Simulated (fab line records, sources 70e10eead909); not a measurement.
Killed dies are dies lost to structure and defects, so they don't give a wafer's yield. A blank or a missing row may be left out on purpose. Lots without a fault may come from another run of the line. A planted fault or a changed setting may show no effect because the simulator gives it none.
Chamber matching | flow nand_harc | NHARC_A_CONTACT_DESCUM_74 on rie_diel-07: 4 sister chambers
The step chemistry O2, time 3 s. 22 wafers are shown with their chamber, then 11 later ones without.

WAFERS WITH THEIR CHAMBER
wafer  | chamber | showerhead_plenum_p_Torr (Torr) | drypump_motor_current_A (A) | rf_vpp_V (V)
L074.1 | 1       | 1.79                            | 5.87                        | 57.5
L074.2 | 2       | 1.84                            | 5.10                        | 56.4
L074.6 | 1       | 1.79                            | 5.86                        | 57.4
L076.1 | 1       | 1.79                            | 5.86                        | 57.2
L076.2 | 0       | 2.02                            | 5.73                        | 59.7
L076.6 | 3       | 2.08                            | 5.78                        | 58.1
L078.1 | 0       | 2.02                            | 5.72                        | 58.0
L078.3 | 2       | 1.84                            | 5.07                        | 56.9
L078.6 | 3       | 2.07                            | 5.76                        | 57.4
L079.4 | 2       | 1.84                            | 5.09                        | 56.6
L079.5 | 0       | 2.02                            | 5.74                        | 57.3
L079.6 | 3       | 2.07                            | 5.76                        | 59.3
L081.1 | 2       | 1.84                            | 5.09                        | 57.7
L081.4 | 0       | 2.02                            | 5.72                        | 58.8
L081.5 | 1       | 1.78                            | 5.89                        | 57.7
L085.1 | 0       | 2.02                            | 5.73                        | 58.2
L085.2 | 1       | 1.78                            | 5.90                        | 58.1
L085.4 | 2       | 1.84                            | 5.10                        | 57.3
L088.2 | 3       | 2.07                            | 5.79                        | 57.6
L088.3 | 2       | 1.84                            | 5.11                        | 56.9
L088.6 | 2       | 1.84                            | 5.08                        | 57.3
L091.1 | 1       | 1.78                            | 5.89                        | 57.5

SIGNATURES (means of the wafers above)
reading                  | chamber 0 | chamber 1 | chamber 2 | chamber 3 | scatter within a chamber
showerhead_plenum_p_Torr | 2.0200    | 1.7850    | 1.8400    | 2.0725    | 0.00354
drypump_motor_current_A  | 5.7280    | 5.8783    | 5.0914    | 5.7725    | 0.014
rf_vpp_V                 | 58.400    | 57.567    | 57.014    | 58.100    | 0.629
Rule: a wafer's distance from a chamber is the root of the sum, over the readings, of the square of ((its reading less the chamber's mean) divided by the reading's scatter). The wafer belongs to the nearest chamber; if the next one is less than 2 further off, it can't be placed. The scatter: the root of (the sum of the squares of (reading less its chamber's mean) over the shown wafers, divided by (wafers less chambers)).

WAFERS WITHOUT THEIR CHAMBER
wafer  | showerhead_plenum_p_Torr (Torr) | drypump_motor_current_A (A) | rf_vpp_V (V)
L091.4 | 1.84                            | 5.09                        | 57.5
L091.6 | 2.01                            | 5.71                        | 57.9
L092.1 | 1.84                            | 5.07                        | 58.5
L092.3 | 2.07                            | 5.76                        | 58.0
L092.4 | 2.01                            | 5.72                        | 59.9
L094.2 | 1.78                            | 5.89                        | 57.6
L094.5 | 2.07                            | 5.77                        | 58.8
L094.6 | 2.01                            | 5.75                        | 58.3
L096.3 | 2.07                            | 5.75                        | 57.8
L096.4 | 1.84                            | 5.10                        | 57.8
L096.6 | 1.78                            | 5.87                        | 58.0

WHICH CHAMBER EACH WENT THROUGH
wafer  | from the rows above | in truth
L091.4 | 2                   | 2
L091.6 | 0                   | 0
L092.1 | 2                   | 2
L092.3 | 3                   | 3
L092.4 | 0                   | 0
L094.2 | 1                   | 1
L094.5 | 3                   | 3
L094.6 | 0                   | 0
L096.3 | 3                   | 3
L096.4 | 2                   | 2
L096.6 | 1                   | 1
Placed correctly: 11 of 11. Can't be placed from these rows: 0. Placed wrongly: 0.
